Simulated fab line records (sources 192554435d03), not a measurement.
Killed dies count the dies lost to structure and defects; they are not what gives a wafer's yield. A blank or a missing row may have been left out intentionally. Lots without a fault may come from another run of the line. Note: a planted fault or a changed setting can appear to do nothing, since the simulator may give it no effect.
Matching of chambers -- flow n5 finfet -- rie diel-04 running N5_BEOL_M12_ETCH_59: 4 sister chambers
The step etches BARC in N2/H2, target depth 89 nm, overetch 26.7 nm, time 67.9 s. 4 wafers are shown with their chamber, then 8 later ones without.

== WAFERS PAIRED WITH THEIR CHAMBERS ==
wafer,chamber,showerhead plenum p Torr (Torr)
L082.2,3,2.50
L088.2,1,2.45
L088.6,0,2.58
L091.1,2,2.60

== WAFERS WITH NO CHAMBER GIVEN ==
wafer,showerhead plenum p Torr (Torr)
L091.4,2.45
L091.5,2.49
L097.3,2.45
L097.4,2.59
L097.6,2.45
L096.1,2.57
L096.2,2.44
L096.3,2.49

== WHICH CHAMBER EACH ONE RAN IN ==
wafer,from the rows above,in truth
L091.4,1,1
L091.5,3,3
L097.3,1,1
L097.4,can't be placed: 0 or 2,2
L097.6,1,1
L096.1,0,0
L096.2,1,1
L096.3,3,3
Correctly placed: 7 of 8. From these rows, 1 cannot be placed; in 1 the true chamber is one of the candidates. Number placed wrongly: 0.
How it was worked out, from the rows above alone: a wafer's distance from a chamber is the root of the sum, over the readings, of the square of ((its reading less the chamber's mean) divided by the reading's scatter). If the next closest chamber is less than 2 further off than the closest, the wafer can't be placed; otherwise it belongs to the closest. The mean given for a chamber averages the wafers shown for that chamber. The scatter: root of mean squared gap, hidden wafer to nearest shown wafer, with one shown wafer a chamber.
